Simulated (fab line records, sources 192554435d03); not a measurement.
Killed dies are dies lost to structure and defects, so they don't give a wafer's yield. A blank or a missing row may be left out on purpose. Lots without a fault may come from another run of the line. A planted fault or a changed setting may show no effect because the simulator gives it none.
Which tool did it? | flow n5_finfet | 24 lots, 72 wafers sampled, at 6 steps of a route of 1938

WHAT THE GAUGES READ, wafer by wafer
N5_BEOL_M10_INSPECT_30: inspects for defects (brightfield).
lot  | measured     | on                | raw_defect_count
L074 | day 12 01:23 | defect_inspect-01 | 404 395 368
L076 | day 12 01:13 | defect_inspect-01 | 322 339 360
L075 | day 12 01:34 | defect_inspect-01 | 379 299 294
L077 | day 12 09:30 | defect_inspect-01 | 381 363 291
L078 | day 12 16:56 | defect_inspect-01 | 415 352 234
L079 | day 13 02:31 | defect_inspect-02 | 547 335 482
L081 | day 13 05:17 | defect_inspect-01 | 408 495 408
L080 | day 13 07:32 | defect_inspect-01 | 589 401 426
L082 | day 13 13:37 | defect_inspect-01 | 461 603 362
L085 | day 13 16:02 | defect_inspect-02 | 472 448 452
L083 | day 13 21:42 | defect_inspect-02 | 371 376 467
L084 | day 14 12:01 | defect_inspect-01 | 285 256 292
L087 | day 14 18:52 | defect_inspect-02 | 341 312 320
L086 | day 14 20:58 | defect_inspect-01 | 558 469 414
L089 | day 14 20:47 | defect_inspect-02 | 476 561 310
L088 | day 15 10:16 | defect_inspect-02 | 375 478 427
L090 | day 15 10:26 | defect_inspect-02 | 340 376 421
L091 | day 16 10:42 | defect_inspect-01 | 432 311 407
L092 | day 16 10:32 | defect_inspect-02 | 460 431 406
L093 | day 16 22:15 | defect_inspect-02 | 482 371 404
L094 | day 16 21:29 | defect_inspect-02 | 279 351 279
L095 | day 16 21:54 | defect_inspect-01 | 400 457 452
L096 | day 16 22:04 | defect_inspect-01 | 275 450 358
L097 | day 17 12:14 | defect_inspect-02 | 340 389 386

N5_BEOL_M10_OCD_MEAS_38.
lot  | measured     | on     | trench_depth_nm (nm)
L074 | day 12 03:08 | ocd-01 | 153.2 152.4 147.0
L076 | day 12 02:12 | ocd-01 | 151.4 151.0 152.5
L075 | day 12 04:04 | ocd-02 | 151.3 151.0 150.4
L077 | day 12 12:01 | ocd-02 | 145.5 151.4 146.0
L078 | day 12 17:28 | ocd-01 | 151.3 150.4 151.1
L079 | day 13 04:07 | ocd-02 | 146.0 145.6 145.2
L081 | day 13 06:21 | ocd-02 | 150.9 144.0 151.0
L080 | day 13 08:04 | ocd-02 | 150.4 145.7 145.2
L082 | day 13 14:09 | ocd-01 | 150.3 143.9 150.5
L085 | day 13 16:34 | ocd-02 | 145.9 146.8 145.7
L083 | day 13 22:14 | ocd-01 | 153.1 146.3 143.5
L084 | day 14 12:33 | ocd-02 | 151.8 150.8 153.8
L087 | day 14 19:25 | ocd-02 | 145.0 144.3 151.0
L086 | day 14 21:32 | ocd-01 | 146.4 152.7 147.3
L089 | day 14 21:19 | ocd-02 | 152.9 145.8 151.8
L088 | day 15 11:10 | ocd-01 | 144.9 148.8 151.2
L090 | day 15 11:16 | ocd-02 | 150.8 146.3 146.5
L091 | day 16 11:13 | ocd-01 | 150.4 146.2 145.3
L092 | day 16 11:04 | ocd-01 | 146.2 148.6 144.3
L093 | day 16 23:10 | ocd-01 | 147.3 150.7 146.8
L094 | day 16 22:02 | ocd-02 | 152.1 152.9 152.7
L095 | day 16 22:26 | ocd-02 | 146.5 145.1 146.9
L096 | day 16 22:36 | ocd-02 | 145.8 151.7 150.8
L097 | day 17 12:53 | ocd-01 | 149.1 145.9 150.5

N5_BEOL_M10_INSPECT_58: inspects for defects (darkfield).
lot  | measured     | on                | raw_defect_count
L074 | day 12 06:32 | defect_inspect-02 | 98 111 87
L076 | day 12 05:34 | defect_inspect-01 | 30 49 68
L075 | day 12 07:12 | defect_inspect-02 | 58 79 86
L077 | day 12 14:07 | defect_inspect-01 | 63 77 98
L078 | day 12 20:56 | defect_inspect-02 | 84 110 151
L079 | day 13 07:37 | defect_inspect-02 | 55 42 59
L081 | day 13 09:04 | defect_inspect-01 | 41 96 38
L080 | day 13 10:47 | defect_inspect-01 | 28 43 44
L082 | day 13 18:01 | defect_inspect-02 | 56 35 41
L085 | day 13 19:53 | defect_inspect-02 | 54 59 116
L083 | day 14 00:45 | defect_inspect-01 | 78 76 51
L084 | day 14 15:28 | defect_inspect-01 | 76 93 53
L087 | day 14 22:39 | defect_inspect-01 | 59 61 60
L086 | day 15 00:29 | defect_inspect-01 | 69 73 60
L089 | day 15 00:15 | defect_inspect-01 | 82 47 117
L088 | day 15 13:37 | defect_inspect-01 | 90 62 87
L090 | day 15 14:28 | defect_inspect-02 | 58 81 44
L091 | day 16 14:02 | defect_inspect-01 | 87 74 72
L092 | day 16 13:31 | defect_inspect-02 | 120 67 66
L093 | day 17 01:53 | defect_inspect-02 | 83 45 59
L094 | day 17 00:16 | defect_inspect-02 | 77 87 91
L095 | day 17 00:37 | defect_inspect-02 | 64 88 95
L096 | day 17 01:28 | defect_inspect-01 | 53 56 79
L097 | day 17 15:51 | defect_inspect-01 | 42 46 62

WHICH TOOL RAN EACH LOT (tool, then ch and the chambers of the sampled wafers, then the start)
lot  | N5_BEOL_M10_DESCUM_16              | N5_BEOL_M10_STRIP_67               | N5_BEOL_M10_DESCUM_33
L074 | rie_diel-01 ch 1,2,3, day 11 22:22 | rie_diel-01 ch 1,2,3, day 11 22:35 | rie_diel-01 ch 0,1,2, day 12 02:39
L076 | rie_diel-05 ch 0,1,2, day 11 23:08 | rie_diel-05 ch 0,1,2, day 11 23:23 | rie_diel-01 ch 2,3, day 12 01:43
L075 | rie_diel-05 ch 0,3, day 12 00:19   | rie_diel-05 ch 0,3, day 12 00:33   | rie_diel-01 ch 1,2, day 12 03:34
L077 | rie_diel-03 ch 2,3, day 12 08:08   | rie_diel-03 ch 2,3, day 12 08:22   | rie_diel-03 ch 0,2, day 12 11:32
L078 | rie_diel-01 ch 0,2,3, day 12 13:36 | rie_diel-01 ch 0,2,3, day 12 13:50 | rie_diel-03 ch 0,1,3, day 12 16:58
L079 | rie_diel-05 ch 0,1,3, day 13 01:28 | rie_diel-05 ch 0,1,3, day 13 01:42 | rie_diel-05 ch 0,1,2, day 13 03:38
L081 | rie_diel-03 ch 0,1,2, day 13 02:40 | rie_diel-03 ch 0,1,2, day 13 02:53 | rie_diel-03 ch 0,2,3, day 13 05:52
L080 | rie_diel-01 ch 0,1,2, day 13 06:32 | rie_diel-01 ch 0,1,2, day 13 06:47 | rie_diel-05 ch 1,3, day 13 07:34
L082 | rie_diel-01 ch 1,2,3, day 13 09:25 | rie_diel-01 ch 1,2,3, day 13 09:39 | rie_diel-03 ch 0,1,2, day 13 13:40
L085 | rie_diel-03 ch 0,3, day 13 14:45   | rie_diel-03 ch 0,3, day 13 14:59   | rie_diel-05 ch 0,2, day 13 16:04
L083 | rie_diel-03 ch 1,2, day 13 20:02   | rie_diel-03 ch 1,2, day 13 20:16   | rie_diel-05 ch 0,2,3, day 13 21:44
L084 | rie_diel-01 ch 1,2, day 14 09:42   | rie_diel-01 ch 1,2, day 14 09:56   | rie_diel-03 ch 1,3, day 14 12:04
L087 | rie_diel-05 ch 0,1, day 14 17:56   | rie_diel-05 ch 0,1, day 14 18:10   | rie_diel-03 ch 1,2, day 14 18:55
L086 | rie_diel-01 ch 2,3, day 14 18:10   | rie_diel-01 ch 2,3, day 14 18:30   | rie_diel-05 ch 0,2,3, day 14 21:02
L089 | rie_diel-03 ch 1,2, day 14 18:36   | rie_diel-03 ch 1,2, day 14 18:50   | rie_diel-03 ch 0,2,3, day 14 20:49
L088 | rie_diel-03 ch 0,1,2, day 15 07:04 | rie_diel-03 ch 0,1,2, day 15 07:18 | rie_diel-03 ch 1,2,3, day 15 10:41
L090 | rie_diel-01 ch 1,2, day 15 07:16   | rie_diel-01 ch 1,2, day 15 07:29   | rie_diel-05 ch 1,2,3, day 15 10:47
L091 | rie_diel-01 ch 1,2,3, day 16 07:54 | rie_diel-01 ch 1,2,3, day 16 08:08 | rie_diel-03 ch 0,1,2, day 16 10:44
L092 | rie_diel-05 ch 0,2, day 16 08:20   | rie_diel-05 ch 0,2, day 16 08:34   | rie_diel-05 ch 1,2,3, day 16 10:34
L093 | rie_diel-01 ch 1,2, day 16 18:26   | rie_diel-01 ch 1,2, day 16 18:40   | rie_diel-05 ch 1,3, day 16 22:40
L094 | rie_diel-05 ch 2,3, day 16 18:37   | rie_diel-05 ch 2,3, day 16 18:50   | rie_diel-03 ch 1,3, day 16 21:32
L095 | rie_diel-03 ch 1,2,3, day 16 18:48 | rie_diel-03 ch 1,2,3, day 16 19:02 | rie_diel-05 ch 0,1, day 16 21:56
L096 | rie_diel-05 ch 1,2,3, day 16 18:58 | rie_diel-05 ch 1,2,3, day 16 19:11 | rie_diel-03 ch 0,1,2, day 16 22:07
L097 | rie_diel-05 ch 0,2,3, day 17 10:52 | rie_diel-05 ch 0,2,3, day 17 11:05 | rie_diel-05 ch 0,3, day 17 12:24
- N5_BEOL_M10_DESCUM_16: chemistry O2, time 7.9 s.
- N5_BEOL_M10_STRIP_67: strips in CF4.
- N5_BEOL_M10_DESCUM_33: chemistry O2, time 7.9 s.

WHAT THE TOOLS THEMSELVES READ (means of the sampled wafers that have a number; where no wafer has one, the mark that the record gives instead)
N5_BEOL_M10_DESCUM_16.
lot  | tool        | drypump_motor_current_A (A) | oes_product_au (a.u.) | rf_fwd_power_W (W) | rf_vpp_V (V) | showerhead_plenum_p_Torr (Torr) | throttle_valve_pct (%)
L074 | rie_diel-01 | 5.8                         | 0.86                  | 49.32              | 243.0        | 2.10                            | 20.41
L076 | rie_diel-05 | 5.6                         | 0.81                  | 49.27              | 242.7        | 2.06                            | 20.54
L075 | rie_diel-05 | 5.5                         | 0.81                  | 49.39              | 241.2        | 2.00                            | 20.71
L077 | rie_diel-03 | 6.2                         | 0.78                  | 49.48              | 243.8        | 2.14                            | 20.42
L078 | rie_diel-01 | 5.7                         | 0.85                  | 49.35              | 243.1        | 2.09                            | 20.38
L079 | rie_diel-05 | 5.6                         | 0.83                  | 49.29              | 242.3        | 2.03                            | 20.52
L081 | rie_diel-03 | 5.6                         | 0.88                  | 49.30              | 245.0        | 2.22                            | 20.33
L080 | rie_diel-01 | 5.5                         | 0.84                  | 49.39              | 242.9        | 2.03                            | 20.28
L082 | rie_diel-01 | 5.8                         | 0.83                  | 49.29              | 242.4        | 2.10                            | 20.44
L085 | rie_diel-03 | 5.9                         | 0.81                  | 49.17              | 244.1        | 2.17                            | 20.18
L083 | rie_diel-03 | 5.5                         | 0.85                  | 49.39              | 244.3        | 2.21                            | 20.48
L084 | rie_diel-01 | 5.3                         | 0.84                  | 49.27              | 241.9        | 2.03                            | 20.22
L087 | rie_diel-05 | 5.5                         | 0.77                  | 49.16              | 240.7        | 1.96                            | 20.69
L086 | rie_diel-01 | 5.6                         | 0.83                  | 49.31              | 244.0        | 2.09                            | 20.31
L089 | rie_diel-03 | 5.6                         | 0.86                  | 49.49              | 244.7        | 2.23                            | 20.49
L088 | rie_diel-03 | 5.6                         | 0.85                  | 49.27              | 245.1        | 2.22                            | 20.37
L090 | rie_diel-01 | 5.6                         | 0.82                  | 49.31              | 241.5        | 2.03                            | 20.35
L091 | rie_diel-01 | 5.8                         | 0.81                  | 49.31              | 243.0        | 2.09                            | 20.49
L092 | rie_diel-05 | 5.6                         | 0.75                  | 49.30              | 243.6        | 2.11                            | 20.64
L093 | rie_diel-01 | 5.6                         | 0.80                  | 49.33              | 241.2        | 2.02                            | 20.38
L094 | rie_diel-05 | 5.6                         | 0.79                  | 49.50              | 244.9        | 2.18                            | 20.52
L095 | rie_diel-03 | 5.9                         | 0.87                  | 49.44              | 244.6        | 2.16                            | 20.38
L096 | rie_diel-05 | 5.6                         | 0.80                  | 49.20              | 243.0        | 2.12                            | 20.44
L097 | rie_diel-05 | 5.6                         | 0.76                  | 49.44              | 242.1        | 2.08                            | 20.65

N5_BEOL_M10_STRIP_67.
lot  | tool        | drypump_motor_current_A (A) | oes_product_au (a.u.) | rf_vpp_V (V) | showerhead_plenum_p_Torr (Torr) | throttle_valve_pct (%)
L074 | rie_diel-01 | 5.8                         | 0.85                  | 271.1        | 1.81                            | 13.50
L076 | rie_diel-05 | 5.5                         | 0.81                  | 270.3        | 1.77                            | 13.61
L075 | rie_diel-05 | 5.5                         | 0.82                  | 269.1        | 1.71                            | 13.74
L077 | rie_diel-03 | 6.2                         | 0.79                  | 271.5        | 1.81                            | 13.50
L078 | rie_diel-01 | 5.7                         | 0.85                  | 270.9        | 1.80                            | 13.54
L079 | rie_diel-05 | 5.5                         | 0.83                  | 270.7        | 1.75                            | 13.62
L081 | rie_diel-03 | 5.6                         | 0.87                  | 273.5        | 1.89                            | 13.37
L080 | rie_diel-01 | 5.5                         | 0.84                  | 270.4        | 1.75                            | 13.45
L082 | rie_diel-01 | 5.8                         | 0.83                  | 270.2        | 1.80                            | 13.53
L085 | rie_diel-03 | 5.9                         | 0.80                  | 272.7        | 1.86                            | 13.39
L083 | rie_diel-03 | 5.5                         | 0.85                  | 273.1        | 1.87                            | 13.46
L084 | rie_diel-01 | 5.3                         | 0.84                  | 270.7        | 1.75                            | 13.40
L087 | rie_diel-05 | 5.6                         | 0.78                  | 268.4        | 1.68                            | 13.78
L086 | rie_diel-01 | 5.5                         | 0.83                  | 271.0        | 1.80                            | 13.52
L089 | rie_diel-03 | 5.6                         | 0.86                  | 273.0        | 1.88                            | 13.44
L088 | rie_diel-03 | 5.6                         | 0.85                  | 273.4        | 1.89                            | 13.43
L090 | rie_diel-01 | 5.6                         | 0.82                  | 269.3        | 1.74                            | 13.47
L091 | rie_diel-01 | 5.8                         | 0.80                  | 270.5        | 1.79                            | 13.61
L092 | rie_diel-05 | 5.6                         | 0.76                  | 270.2        | 1.80                            | 13.72
L093 | rie_diel-01 | 5.5                         | 0.80                  | 270.0        | 1.74                            | 13.49
L094 | rie_diel-05 | 5.6                         | 0.80                  | 272.0        | 1.86                            | 13.60
L095 | rie_diel-03 | 5.9                         | 0.87                  | 271.8        | 1.83                            | 13.38
L096 | rie_diel-05 | 5.5                         | 0.81                  | 271.1        | 1.82                            | 13.58
L097 | rie_diel-05 | 5.6                         | 0.78                  | 270.3        | 1.78                            | 13.73

N5_BEOL_M10_DESCUM_33.
lot  | tool        | drypump_motor_current_A (A) | oes_product_au (a.u.) | rf_fwd_power_W (W) | rf_vpp_V (V) | showerhead_plenum_p_Torr (Torr) | throttle_valve_pct (%)
L074 | rie_diel-01 | 5.5                         | 0.86                  | 49.38              | 241.6        | 2.03                            | 20.27
L076 | rie_diel-01 | 6.0                         | 0.86                  | 49.33              | 243.7        | 2.16                            | 20.51
L075 | rie_diel-01 | 5.4                         | 0.87                  | 49.24              | 242.4        | 2.04                            | 20.19
L077 | rie_diel-03 | 5.7                         | 0.94                  | 49.44              | 246.2        | 2.24                            | 20.32
L078 | rie_diel-03 | 5.8                         | 0.80                  | 49.29              | 243.8        | 2.16                            | 20.32
L079 | rie_diel-05 | 5.6                         | 0.80                  | 49.34              | 241.9        | 2.06                            | 20.54
L081 | rie_diel-03 | 5.9                         | 0.83                  | 49.36              | 243.8        | 2.18                            | 20.30
L080 | rie_diel-05 | 5.6                         | 0.85                  | 49.27              | 243.4        | 2.07                            | 20.33
L082 | rie_diel-03 | 5.5                         | 0.87                  | 49.26              | 244.6        | 2.22                            | 20.34
L085 | rie_diel-05 | 5.6                         | 0.76                  | 49.33              | 241.5        | 2.02                            | 20.73
L083 | rie_diel-05 | 5.5                         | 0.81                  | 49.54              | 242.8        | 2.09                            | 20.60
L084 | rie_diel-03 | 5.7                         | 0.76                  | 49.32              | 244.6        | 2.15                            | 20.47
L087 | rie_diel-03 | 5.6                         | 0.87                  | 49.45              | 244.6        | 2.23                            | 20.49
L086 | rie_diel-05 | 5.6                         | 0.79                  | 49.47              | 242.7        | 2.09                            | 20.62
L089 | rie_diel-03 | 5.9                         | 0.80                  | 49.38              | 243.8        | 2.18                            | 20.33
L088 | rie_diel-03 | 5.9                         | 0.78                  | 49.51              | 244.4        | 2.17                            | 20.48
L090 | rie_diel-05 | 5.6                         | 0.82                  | 49.46              | 242.3        | 2.12                            | 20.43
L091 | rie_diel-03 | 5.5                         | 0.84                  | 49.34              | 245.6        | 2.21                            | 20.38
L092 | rie_diel-05 | 5.6                         | 0.81                  | 49.51              | 243.5        | 2.12                            | 20.45
L093 | rie_diel-05 | 5.6                         | 0.81                  | 49.26              | 242.4        | 2.06                            | 20.37
L094 | rie_diel-03 | 5.8                         | 0.84                  | 49.27              | 243.9        | 2.14                            | 20.37
L095 | rie_diel-05 | 5.5                         | 0.76                  | 49.18              | 240.3        | 1.95                            | 20.72
L096 | rie_diel-03 | 5.5                         | 0.83                  | 49.15              | 245.0        | 2.21                            | 20.38
L097 | rie_diel-05 | 5.5                         | 0.79                  | 49.33              | 242.7        | 2.05                            | 20.63

THE ANSWER, worked out from the rows above alone
Rule: what is usual is taken from the lots themselves. Put in order of their means at a reading, lots are off if they are a third of the lots or fewer, leave a main group of 4 or more, and stand apart from it by a gap of 3 or more times the standard deviation of the main group's means; of several such gaps the widest counts. A main group whose means are all the same, to the digits that the tables above print for the reading, isn't used. A lot without any number at a reading at which 4 lots or more have one is off too. The other lots that the step has rows for count as sound. The gauges are gone through in route order, then the tools' own readings, and for those a lot's mean is taken as printed above. The first step at which some lot is off is used, and at that step the reading that is off furthest; a lot without a number counts as furthest.
No lot is off at any reading shown: from this, nothing can be told.

WHAT THE SIMULATOR HAD PUT IN
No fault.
